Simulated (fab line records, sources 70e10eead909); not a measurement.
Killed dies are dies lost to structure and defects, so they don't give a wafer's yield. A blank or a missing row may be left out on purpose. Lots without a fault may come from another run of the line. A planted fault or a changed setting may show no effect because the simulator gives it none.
fab line records | flow nand_harc | part 1 of 2: steps 1 to 23 of 33
record lots=5 wafers=15 last_day=33
route steps=1302 shown A_CHANNEL_FILL_D2@631 A_STAIRCASE@639
lots that met no fault: from a run of the same line without faults
start_h: hours from the record's first day to the start of the lot's first wafer shown | wait_h: hours since the lot's step before | " the same as in the row above | L1.1+2: a row that stands for several wafers | - no value, or no start given | * or withheld: withheld | < > ~ a bound
route shown NAME@n: a module of which the file shows steps, and the number in the route of the first | usual: mean/standard deviation of fault-free wafers | same: alike in all rows | chamber/n: place in a boat | sites: the reading at each site | _std_site: their standard deviation | _edge_site: outer sites' mean less inner sites' | radius_mm: how far each site lies from the wafer's centre | mask NAME#n: copy n | behind: the tool/chamber that last shaped the wafer | hold: why the lot was held/for how many hours/how that ended | device: the transistor (n, p or np) that didn't switch | end of line: the same wafers' tests at the end of the route | a step without rows: its recipe alone | killed: dies lost to structure and defects at the first sort, not the wafer's yield | map: a wafer's dies, x killed, . not, _ none there
set.NAME: the setting as run; set.NAME@STEP: as run at that earlier step | model.NAME: the simulator's own value behind a step, which no gauge read
lots at some steps of the route; a table a step, a row a wafer
services: from which hour (start_h, from the record's first day; less than 0 if before it) a tool's chamber was out of use, for how many hours, and why
## steps
# step NHARC_A_CHANNEL_FILL_D2_SRD_31
# columns lot.wafer tool chamber start_h wait_h
L074.5+2+4 wet_bench-03 1,2,3 348.07 0.0
L078.4+6+1 wet_bench-07 0,2,4 383.30 0.0
L083.5+3+6 wet_bench-03 4,5,1 442.53 0.0
L093.4+3+5 wet_bench-03 7,1,3 541.85 0.0
L095.4+6+3 wet_bench-07 3,6,7 560.57 0.0
# step NHARC_A_CHANNEL_FILL_D2_CVD_09
# recipe target_thk_a=1500 temp_c=620 pressure_mtorr=200 time_s=3000 material=poly-Si
# usual spike_tc_bottom_C=642/3.4 spike_tc_top_C=639.9/1.7 zone_power_top_pct=19.2/0.48 zone_power_upper_pct=8.34/0.15
# same time_s=3000
# columns lot.wafer tool chamber start_h wait_h spike_tc_bottom_C spike_tc_top_C zone_power_top_pct zone_power_upper_pct
L074.2 lpcvd_poly-01 0 348.85 - 644 642.2 19.2 8.12
L074.4 " 0 " " 644 641.5 19.1 8.23
L074.5 " 0 " " 647 639.9 19.1 8.25
L078.1 lpcvd_poly-04 0 385.74 2.4 640 640.9 19.0 8.28
L078.4 " 0 " " 638 640.1 19.0 8.30
L078.6 " 0 " " 639 639.4 18.9 8.29
L083.3 lpcvd_poly-03 0 444.85 - 638 638.1 20.3 8.64
L083.5 " 0 " " 637 639.0 20.0 8.59
L083.6 " 0 " " 638 638.2 20.0 8.56
L093.3 lpcvd_poly-03 0 544.13 2.3 638 640.7 20.4 8.48
L093.4 " 0 " " 638 637.8 19.9 8.47
L093.5 " 0 " " 637 639.0 19.9 8.60
L095.3 lpcvd_poly-01 0 562.92 2.3 645 640.8 18.9 8.22
L095.4 " 0 " " 646 641.6 19.2 8.22
L095.6 " 0 " " 643 640.5 18.9 8.33
# step NHARC_A_CHANNEL_FILL_D2_CMP_10
# recipe target_thk_nm=150
# usual motor_current_A=11.8/1.1 time_to_endpoint_s=15.7/2.6
# columns lot.wafer tool chamber start_h wait_h motor_current_A time_to_endpoint_s
L074.4 cmp-04 1 352.06 0.4 12.4 18.3
L074.2 " 3 " " 11.0 18.9
L074.5 " 1 " " 12.2 15.0
L078.1 cmp-04 0 388.93 0.4 14.0 19.3
L078.4 " 2 " " 12.9 20.3
L078.6 " 1 " " 12.7 12.7
L083.3 cmp-03 1 448.01 0.4 11.1 13.9
L083.6 " 1 " " 11.7 14.6
L083.5 " 2 " " 11.6 15.2
L093.3 cmp-01 0 547.31 0.4 11.7 11.7
L093.4 " 2 " " 10.4 20.5
L093.5 " 0 " " 12.6 13.2
L095.3 cmp-04 2 566.09 0.4 12.1 15.5
L095.4 " 3 " " 10.4 20.5
L095.6 " 2 " " 12.5 18.2
# step NHARC_A_CHANNEL_FILL_D2_SRD_12
# columns lot.wafer tool chamber start_h wait_h
L074.5+2+4 wet_bench-02 7,0,1 352.33 0.0
L078.4+6+1 wet_bench-07 0,1,2 389.23 0.0
L083.3+5+6 wet_bench-02 1,3,4 448.31 0.0
L093.3+5+4 wet_bench-02 2,4,5 547.61 0.0
L095.3+4+6 wet_bench-02 3,5,6 566.39 0.0
# step NHARC_A_CHANNEL_FILL_D2_RTA_24
# recipe temp_c=1000 time_s=5
# usual lamp_power_pct=27.6/1.6 wafer_temp_C_max=1003.1/0.72
# same time_s=5
# columns lot.wafer tool chamber start_h wait_h lamp_power_pct wafer_temp_C_max
L074.2 rtp_anneal-01 0 352.65 0.2 26.5 1001.3
L074.4 " 0 " " 26.5 1003.1
L074.5 " 0 " " 26.5 1002.9
L078.1 rtp_anneal-02 0 389.37 0.0 29.9 1003.1
L078.4 " 0 " " 29.9 1003.1
L078.6 " 0 " " 29.8 1003.3
L083.3 rtp_anneal-01 0 448.48 0.1 26.5 1003.6
L083.5 " 0 " " 26.5 1002.6
L083.6 " 0 " " 26.5 1003.7
L093.3 rtp_anneal-01 0 547.78 0.1 26.5 1001.8
L093.4 " 0 " " 26.5 1003.3
L093.5 " 0 " " 26.5 1003.7
L095.3 rtp_anneal-01 0 566.56 0.1 26.5 1003.3
L095.4 " 0 " " 26.6 1003.8
L095.6 " 0 " " 26.5 1003.2
# step NHARC_A_CHANNEL_FILL_D2_INSPECT_13
# usual raw_defect_count=380/140
# columns lot.wafer tool chamber start_h wait_h raw_defect_count
L074.2 defect_inspect-01 - 352.82 0.1 398
L074.4 " - " " 358
L074.5 " - " " 550
L078.1 defect_inspect-02 - 389.57 0.2 434
L078.4 " - " " 361
L078.6 " - " " 627
L083.3 defect_inspect-02 - 448.63 0.1 290
L083.5 " - " " 209
L083.6 " - " " 309
L093.3 defect_inspect-01 - 547.92 0.1 259
L093.4 " - " " 257
L093.5 " - " " 338
L095.3 defect_inspect-02 - 566.70 0.1 287
L095.4 " - " " 180
L095.6 " - " " 183
# step NHARC_A_STAIRCASE_DEP_156
# recipe target_thk_a=500 temp_c=400 target_thk_nm=50 flow_sccm=200 rf_w=450 material=SiNx
# usual heater_power_outer_w=431/68 heater_power_w=734/100
# columns lot.wafer tool chamber start_h wait_h heater_power_outer_w heater_power_w
L074.2 pecvd-04 0 352.94 0.1 482 850
L074.5 " 2 " " 319 528
L074.4 " 0 " " 480 868
L078.1 pecvd-04 1 389.63 0.1 477 791
L078.4 " 1 " " 490 760
L078.6 " 0 " " 432 781
L083.3 pecvd-02 1 448.78 0.2 404 734
L083.6 " 1 " " 399 736
L083.5 " 2 " " 455 791
L093.3 pecvd-04 2 548.07 0.2 274 509
L093.4 " 0 " " 341 653
L093.5 " 0 " " 340 647
L095.3 pecvd-03 2 566.82 0.1 431 738
L095.4 " 1 " " 463 741
L095.6 " 2 " " 446 765
# step NHARC_A_STAIRCASE_DEHYDRATE_158
# recipe temp_c=150 time_s=120
# usual resist_line_temp_C=23.00/0.095
# same time_s=120
# columns lot.wafer tool chamber start_h wait_h resist_line_temp_C
L074.2 litho_track-02 0 353.16 0.2 22.97
L074.4 " 0 " " 23.00
L074.5 " 0 " " 23.09
L078.1 litho_track-07 0 389.91 0.2 22.96
L078.4 " 0 " " 22.97
L078.6 " 0 " " 22.99
L083.3 litho_track-07 0 449.05 0.2 22.91
L083.5 " 0 " " 23.17
L083.6 " 0 " " 23.11
L093.3 litho_track-03 0 548.34 0.2 23.02
L093.4 " 0 " " 23.06
L093.5 " 0 " " 22.96
L095.3 litho_track-02 0 567.04 0.2 23.12
L095.4 " 0 " " 23.16
L095.6 " 0 " " 23.17
# step NHARC_A_STAIRCASE_HMDS_159
# recipe time_s=30
# usual resist_line_temp_C=23.00/0.092
# same time_s=30
# columns lot.wafer tool chamber start_h wait_h resist_line_temp_C
L074.2 litho_track-02 0 - - 23.03
L074.4 " 0 " " 22.91
L074.5 " 0 " " 23.02
L078.1 litho_track-07 0 - - 23.18
L078.4 " 0 " " 23.06
L078.6 " 0 " " 23.04
L083.3 litho_track-07 0 - - 23.19
L083.5 " 0 " " 23.23
L083.6 " 0 " " 23.12
L093.3 litho_track-03 0 - - 22.89
L093.4 " 0 " " 22.94
L093.5 " 0 " " 22.89
L095.3 litho_track-02 0 - - 22.97
L095.4 " 0 " " 22.95
L095.6 " 0 " " 22.99
# step NHARC_A_STAIRCASE_COAT_160
# recipe spin_rpm=1200
# usual resist_line_temp_C=22.98/0.1
# columns lot.wafer tool chamber start_h wait_h resist_line_temp_C
L074.2 litho_track-02 0 - - 23.00
L074.4 " 0 " " 22.99
L074.5 " 0 " " 22.92
L078.1 litho_track-07 0 - - 22.87
L078.4 " 0 " " 22.89
L078.6 " 0 " " 22.88
L083.3 litho_track-07 0 - - 22.96
L083.5 " 0 " " 22.96
L083.6 " 0 " " 22.95
L093.3 litho_track-03 0 - - 23.02
L093.4 " 0 " " 23.13
L093.5 " 0 " " 22.94
L095.3 litho_track-02 0 - - 22.88
L095.4 " 0 " " 22.92
L095.6 " 0 " " 22.78
# step NHARC_A_STAIRCASE_SOFTBAKE_161
# recipe temp_c=135 time_s=170
# usual resist_line_temp_C=23.02/0.11
# same time_s=170
# columns lot.wafer tool chamber start_h wait_h resist_line_temp_C
L074.2 litho_track-02 0 - - 23.08
L074.4 " 0 " " 22.96
L074.5 " 0 " " 22.86
L078.1 litho_track-07 0 - - 23.05
L078.4 " 0 " " 22.96
L078.6 " 0 " " 22.91
L083.3 litho_track-07 0 - - 23.11
L083.5 " 0 " " 22.94
L083.6 " 0 " " 22.98
L093.3 litho_track-03 0 - - 23.09
L093.4 " 0 " " 23.00
L093.5 " 0 " " 23.04
L095.3 litho_track-02 0 - - 22.98
L095.4 " 0 " " 23.06
L095.6 " 0 " " 23.11
# step NHARC_A_STAIRCASE_EBR_162
# usual resist_line_temp_C=22.98/0.11
# columns lot.wafer tool chamber start_h wait_h resist_line_temp_C
L074.2 litho_track-02 0 - - 23.05
L074.4 " 0 " " 23.24
L074.5 " 0 " " 23.13
L078.1 litho_track-07 0 - - 23.23
L078.4 " 0 " " 23.23
L078.6 " 0 " " 23.11
L083.3 litho_track-07 0 - - 22.94
L083.5 " 0 " " 22.88
L083.6 " 0 " " 23.02
L093.3 litho_track-03 0 - - 22.91
L093.4 " 0 " " 23.00
L093.5 " 0 " " 22.76
L095.3 litho_track-02 0 - - 22.93
L095.4 " 0 " " 22.94
L095.6 " 0 " " 22.94
# step NHARC_A_STAIRCASE_EXPOSE_163
# recipe na=0.5 dose_mj=20.01 mask_id=STAIR_OPEN
# usual exposure_dose_mJ_cm2=20.014/0.018
# columns lot.wafer tool chamber start_h wait_h mask exposure_dose_mJ_cm2
L074.2 krf_scanner-02 0 353.64 - STAIR_OPEN#0 20.051
L074.4 " 0 " " STAIR_OPEN#0 20.033
L074.5 " 0 " " STAIR_OPEN#0 20.027
L078.1 krf_scanner-02 0 390.11 - STAIR_OPEN#0 20.005
L078.4 " 0 " " STAIR_OPEN#0 20.014
L078.6 " 0 " " STAIR_OPEN#0 19.989
L083.3 krf_scanner-01 0 449.39 - STAIR_OPEN#0 20.003
L083.5 " 0 " " STAIR_OPEN#0 20.012
L083.6 " 0 " " STAIR_OPEN#0 19.990
L093.3 krf_scanner-04 0 548.69 - STAIR_OPEN#0 20.013
L093.4 " 0 " " STAIR_OPEN#0 20.048
L093.5 " 0 " " STAIR_OPEN#0 20.042
L095.3 krf_scanner-04 0 567.38 - STAIR_OPEN#0 20.006
L095.4 " 0 " " STAIR_OPEN#0 20.008
L095.6 " 0 " " STAIR_OPEN#0 20.017
# step NHARC_A_STAIRCASE_PEB_164
# recipe peb_temp_c=115 peb_time_s=130
# usual resist_line_temp_C=23.00/0.1
# columns lot.wafer tool chamber start_h wait_h resist_line_temp_C
L074.2 litho_track-02 0 353.71 0.1 23.09
L074.4 " 0 " " 22.92
L074.5 " 0 " " 22.90
L078.1 litho_track-02 0 390.18 0.1 23.10
L078.4 " 0 " " 22.97
L078.6 " 0 " " 22.97
L083.3 litho_track-02 0 449.45 0.1 23.06
L083.5 " 0 " " 23.11
L083.6 " 0 " " 23.01
L093.3 litho_track-02 0 548.74 0.1 22.99
L093.4 " 0 " " 23.05
L093.5 " 0 " " 22.97
L095.3 litho_track-07 0 567.44 0.1 23.00
L095.4 " 0 " " 23.06
L095.6 " 0 " " 22.97
# step NHARC_A_STAIRCASE_DEVELOP_165
# recipe time_s=140
# usual resist_line_temp_C=23.02/0.12
# same time_s=140
# columns lot.wafer tool chamber start_h wait_h resist_line_temp_C
L074.2 litho_track-02 0 - - 22.85
L074.4 " 0 " " 22.94
L074.5 " 0 " " 23.12
L078.1 litho_track-02 0 - - 22.88
L078.4 " 0 " " 22.76
L078.6 " 0 " " 22.96
L083.3 litho_track-02 0 - - 22.91
L083.5 " 0 " " 23.06
L083.6 " 0 " " 23.03
L093.3 litho_track-02 0 - - 22.92
L093.4 " 0 " " 22.99
L093.5 " 0 " " 22.95
L095.3 litho_track-07 0 - - 22.79
L095.4 " 0 " " 22.75
L095.6 " 0 " " 22.89
# step NHARC_A_STAIRCASE_HARDBAKE_167
# recipe temp_c=120 time_s=140
# usual resist_line_temp_C=23.00/0.094
# same time_s=140
# columns lot.wafer tool chamber start_h wait_h resist_line_temp_C
L074.2 litho_track-07 0 353.93 - 23.05
L074.4 " 0 " " 22.98
L074.5 " 0 " " 22.95
L078.1 litho_track-03 0 390.41 - 23.03
L078.4 " 0 " " 22.97
L078.6 " 0 " " 23.01
L083.3 litho_track-03 0 449.67 - 23.05
L083.5 " 0 " " 23.06
L083.6 " 0 " " 23.02
L093.3 litho_track-07 0 548.97 - 23.02
L093.4 " 0 " " 22.94
L093.5 " 0 " " 23.15
L095.3 litho_track-03 0 567.66 - 23.02
L095.4 " 0 " " 23.15
L095.6 " 0 " " 22.99
# step NHARC_A_STAIRCASE_DESCUM_168
# recipe time_s=3 o2_flow_sccm=200 ar_flow_sccm=0 bias_power_w=0 chemistry=O2
# usual drypump_motor_current_A=5.8/0.36 oes_product_au=1.000/0.017 rf_vpp_V=57.9/0.85 showerhead_plenum_p_Torr=1.94/0.093 throttle_valve_pct=11.311/0.0099
# same time_s=3
# columns lot.wafer tool chamber start_h wait_h drypump_motor_current_A oes_product_au rf_hours_counter_h rf_vpp_V showerhead_plenum_p_Torr throttle_valve_pct
L074.4 rie_diel-10 3 354.03 - 5.9 1.027 29 57.4 1.78 11.315
L074.2 " 1 " " 5.2 1.004 35 57.1 1.95 11.308
L074.5 " 3 " " 5.9 1.015 - 57.8 1.78 11.315
L078.4 rie_diel-11 1 390.50 - 5.4 0.993 36 56.9 2.06 11.308
L078.1 " 2 " " 6.1 0.982 36 58.4 2.05 11.313
L078.6 " 2 " " 6.2 0.967 - 59.7 2.05 11.306
L083.3 rie_diel-11 2 449.76 - 6.1 0.978 1 57.7 2.04 11.315
L083.5 " 2 " " 6.1 0.979 - 59.2 2.04 11.316
L083.6 " 3 " " 6.0 1.004 - 57.5 1.91 11.308
L093.4 rie_diel-11 2 549.30 - 6.1 0.975 35 57.8 2.03 11.308
L093.3 " 0 " " 5.6 0.991 34 58.1 1.99 11.297
L093.5 " 2 " " 6.1 0.991 - 59.2 2.03 11.332
L095.4 rie_diel-05 3 567.76 - 5.9 1.031 41 58.2 1.77 11.321
L095.3 " 0 " " 6.7 1.032 45 57.5 1.83 11.295
L095.6 " 1 " " 6.1 0.991 - 58.7 2.02 11.316
# step NHARC_A_STAIRCASE_ETCH_169
# recipe target_depth_a=500 time_s=107.1 ion_energy_ev=120 ch3f_flow_sccm=50 o2_flow_sccm=30 ar_flow_sccm=200 rf_w=500 bias_w=100 chemistry=CH3F/O2
# usual bias_w=100.0/0.3 drypump_motor_current_A=5.9/0.36 oes_product_au=0.955/0.021 rf_vpp_V=244.9/1.8 showerhead_plenum_p_Torr=2.50/0.12 throttle_valve_pct=20.663/0.01
# same time_s=107.1
# columns lot.wafer tool chamber start_h wait_h bias_w drypump_motor_current_A oes_product_au rf_hours_counter_h rf_vpp_V showerhead_plenum_p_Torr throttle_valve_pct
L074.4 rie_diel-10 0 354.11 0.1 100.3 5.7 0.980 31 244.3 2.45 20.668
L074.2 " 2 " " 100.0 5.7 0.985 32 244.9 2.44 20.676
L074.5 " 3 " " 99.7 5.9 0.968 - 240.3 2.29 20.660
L078.1 rie_diel-11 1 390.58 0.1 100.5 5.4 0.969 36 248.0 2.65 20.659
L078.4 " 3 " " 99.5 6.1 0.978 44 244.8 2.46 20.651
L078.6 " 2 " " 100.1 6.2 0.935 - 248.1 2.62 20.663
L083.3 rie_diel-11 2 449.84 0.1 100.1 6.2 0.946 1 245.9 2.62 20.664
L083.6 " 2 " " 100.6 6.1 0.947 - 246.4 2.62 20.641
L083.5 " 3 " " 100.5 6.1 0.971 - 245.1 2.45 20.667
L093.3 rie_diel-11 0 549.40 0.1 100.3 5.6 0.937 34 244.8 2.55 20.656
L093.4 " 2 " " 100.1 6.1 0.940 35 247.1 2.60 20.672
L093.5 " 0 " " 99.7 5.6 0.925 - 245.6 2.55 20.676
L095.3 rie_diel-05 1 567.84 0.1 99.9 6.1 0.912 44 246.3 2.60 20.663
L095.4 " 3 " " 99.7 5.9 0.946 41 242.1 2.28 20.663
L095.6 " 0 " " 100.1 6.7 0.937 - 242.9 2.36 20.644
# step NHARC_A_STAIRCASE_ETCH_170
# recipe target_depth_a=2000 time_s=66.667 ion_energy_ev=250 c4f6_flow_sccm=25 o2_flow_sccm=20 ar_flow_sccm=500 rf_w=600 bias_w=500 chemistry=C4F6/O2
# usual bias_w=500.1/1.4 drypump_motor_current_A=5.8/0.37 oes_product_au=0.972/0.018 rf_vpp_V=548/3.6 showerhead_plenum_p_Torr=3.98/0.18 throttle_valve_pct=26.904/0.0086
# same time_s=66.667
# columns lot.wafer tool chamber start_h wait_h bias_w drypump_motor_current_A oes_product_au rf_hours_counter_h rf_vpp_V showerhead_plenum_p_Torr throttle_valve_pct
L074.2 rie_diel-10 3 - - 501.0 5.9 0.994 29 542 3.67 26.899
L074.4 " 0 " " 498.4 5.6 0.986 31 546 3.91 26.908
L074.5 " 1 " " 501.5 5.2 0.979 - 547 4.00 26.891
L078.1 rie_diel-11 1 - - 499.3 5.5 0.977 36 551 4.20 26.900
L078.4 " 2 " " 501.1 6.2 0.947 37 552 4.17 26.905
L078.6 " 0 " " 498.8 5.6 0.956 - 551 4.09 26.917
L083.3 rie_diel-11 3 - - 500.0 6.0 0.990 1 548 3.91 26.905
L083.5 " 1 " " 502.4 5.5 0.949 - 553 4.19 26.908
L083.6 " 2 " " 502.2 6.1 0.948 - 551 4.16 26.904
L093.3 rie_diel-11 3 - - 500.3 6.1 0.997 35 545 3.89 26.920
L093.4 " 1 " " 497.5 5.5 0.961 36 551 4.17 26.890
L093.5 " 3 " " 499.6 6.0 0.991 - 547 3.89 26.905
L095.4 rie_diel-05 2 - - 500.5 6.2 0.944 48 542 3.68 26.903
L095.3 " 3 " " 498.5 5.9 0.968 41 541 3.66 26.901
L095.6 " 0 " " 500.9 6.6 0.984 - 544 3.77 26.904
# step NHARC_A_STAIRCASE_STRIP_171
# recipe power_w=1500 temp_c=250 chemistry=O2
# usual drypump_motor_current_A=6.1/0.58 heater_power_w=307/24 rf_refl_power_W=15/3.8
# columns lot.wafer tool chamber start_h wait_h drypump_motor_current_A heater_power_w rf_hours_counter_h rf_refl_power_W
L074.2 plasma_asher-01 0 354.39 - 6.3 312 1 23
L074.4 " 1 " " 4.9 333 - 13
L074.5 " 1 " " 4.9 337 - 14
L078.1 plasma_asher-02 1 390.82 - 6.6 268 32 13
L078.4 " 0 " " 6.1 331 - 12
L078.6 " 1 " " 6.6 266 - 13
L083.3 plasma_asher-02 1 450.17 - 6.5 272 - 13
L083.6 " 1 " " 6.6 281 - 14
L083.5 " 0 " " 6.1 319 - 12
L093.4 plasma_asher-01 1 549.72 - 4.9 335 - 14
L093.3 " 0 " " 6.3 288 - 22
L093.5 " 0 " " 6.3 302 - 22
L095.3 plasma_asher-01 0 568.17 - 6.3 304 - 22
L095.4 " 1 " " 4.9 330 - 14
L095.6 " 0 " " 6.3 293 - 23
# step NHARC_A_STAIRCASE_STRIP_172
# recipe time_s=900 temp_c=130 chemistry=SPM
# same time_s=900
# columns lot.wafer tool chamber start_h wait_h
L074.2+4+5 wet_bench-01 1,2,3 354.71 0.3
L078.1+4+6 wet_bench-06 7,1,2 391.16 0.3
L083.5+3+6 wet_bench-04 0,3,4 450.44 0.1
L093.4+3+5 wet_bench-04 7,0,4 549.97 0.2
L095.4+3+6 wet_bench-01 4,0,1 568.42 0.2
# step NHARC_A_STAIRCASE_PRECLEAN_173
# recipe time_s=* temp_c=50 bath_age_min=0 chemistry=SC1
# same time_s=*
# columns lot.wafer tool chamber start_h wait_h
L074.2+4+5 wet_bench-01 1,2,3 - -
L078.1+4+6 wet_bench-06 7,1,2 - -
L083.5+3+6 wet_bench-04 0,3,4 - -
L093.4+3+5 wet_bench-04 7,0,4 - -
L095.4+3+6 wet_bench-01 4,0,1 - -
# step NHARC_A_STAIRCASE_SRD_174
# columns lot.wafer tool chamber start_h wait_h
L074.2+4+5 wet_bench-01 1,2,3 - -
L078.1+4+6 wet_bench-06 7,1,2 - -
L083.5+3+6 wet_bench-04 0,3,4 - -
L093.4+3+5 wet_bench-04 7,0,4 - -
L095.4+3+6 wet_bench-01 4,0,1 - -
